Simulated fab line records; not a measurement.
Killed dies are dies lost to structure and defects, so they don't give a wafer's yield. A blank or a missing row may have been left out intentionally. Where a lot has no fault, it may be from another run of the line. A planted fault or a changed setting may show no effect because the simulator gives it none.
Matching of chambers :: flow n5Finfet :: 4 sister chambers for N5_BEOL_M9_STRIP_67 on rieDiel-01
The step strips in CF4. 8 wafers are shown with their chamber, then 8 later ones without.

== WAFERS, EACH WITH ITS CHAMBER ==
wafer: L084.2
chamber: 3
drypumpMotorCurrentA (A): 6.0
showerheadPlenumPTorr (Torr): 1.79

wafer: L084.6
chamber: 2
drypumpMotorCurrentA (A): 5.2
showerheadPlenumPTorr (Torr): 1.73

wafer: L086.5
chamber: 0
drypumpMotorCurrentA (A): 6.1
showerheadPlenumPTorr (Torr): 1.84

wafer: L086.6
chamber: 1
drypumpMotorCurrentA (A): 6.3
showerheadPlenumPTorr (Torr): 1.75

wafer: L090.3
chamber: 0
drypumpMotorCurrentA (A): 6.1
showerheadPlenumPTorr (Torr): 1.84

wafer: L090.4
chamber: 2
drypumpMotorCurrentA (A): 5.1
showerheadPlenumPTorr (Torr): 1.73

wafer: L090.5
chamber: 1
drypumpMotorCurrentA (A): 6.3
showerheadPlenumPTorr (Torr): 1.75

wafer: L092.1
chamber: 3
drypumpMotorCurrentA (A): 6.0
showerheadPlenumPTorr (Torr): 1.78

== WAFERS WITHOUT THEIR CHAMBER ==
wafer: L092.2
drypumpMotorCurrentA (A): 6.1
showerheadPlenumPTorr (Torr): 1.83

wafer: L092.5
drypumpMotorCurrentA (A): 6.1
showerheadPlenumPTorr (Torr): 1.83

wafer: L093.1
drypumpMotorCurrentA (A): 6.0
showerheadPlenumPTorr (Torr): 1.78

wafer: L093.2
drypumpMotorCurrentA (A): 6.0
showerheadPlenumPTorr (Torr): 1.83

wafer: L093.5
drypumpMotorCurrentA (A): 6.1
showerheadPlenumPTorr (Torr): 1.83

wafer: L096.2
drypumpMotorCurrentA (A): 6.0
showerheadPlenumPTorr (Torr): 1.78

wafer: L096.5
drypumpMotorCurrentA (A): 5.1
showerheadPlenumPTorr (Torr): 1.73

wafer: L096.6
drypumpMotorCurrentA (A): 6.3
showerheadPlenumPTorr (Torr): 1.75

== THE CHAMBER EACH PASSED THROUGH ==
wafer: L092.2
from the rows above: 0
in truth: 0

wafer: L092.5
from the rows above: 0
in truth: 0

wafer: L093.1
from the rows above: 3
in truth: 3

wafer: L093.2
from the rows above: 0
in truth: 0

wafer: L093.5
from the rows above: 0
in truth: 0

wafer: L096.2
from the rows above: 3
in truth: 3

wafer: L096.5
from the rows above: 2
in truth: 2

wafer: L096.6
from the rows above: 1
in truth: 1
8 of 8 placed correctly. Number that these rows cannot place: 0. 0 placed wrongly.
How it was worked out, from the rows above alone: a wafer's distance from a chamber is the root of the sum, over the readings, of the square of ((its reading less the chamber's mean) divided by the reading's scatter). If the next closest chamber is less than 2 further off than the closest, the wafer can't be placed; otherwise it belongs to the closest. The mean given for a chamber averages the wafers shown for that chamber. The scatter: take each reading less its chamber's mean, square it, sum over the shown wafers, divide by the number of wafers less the number of chambers, and take the root.
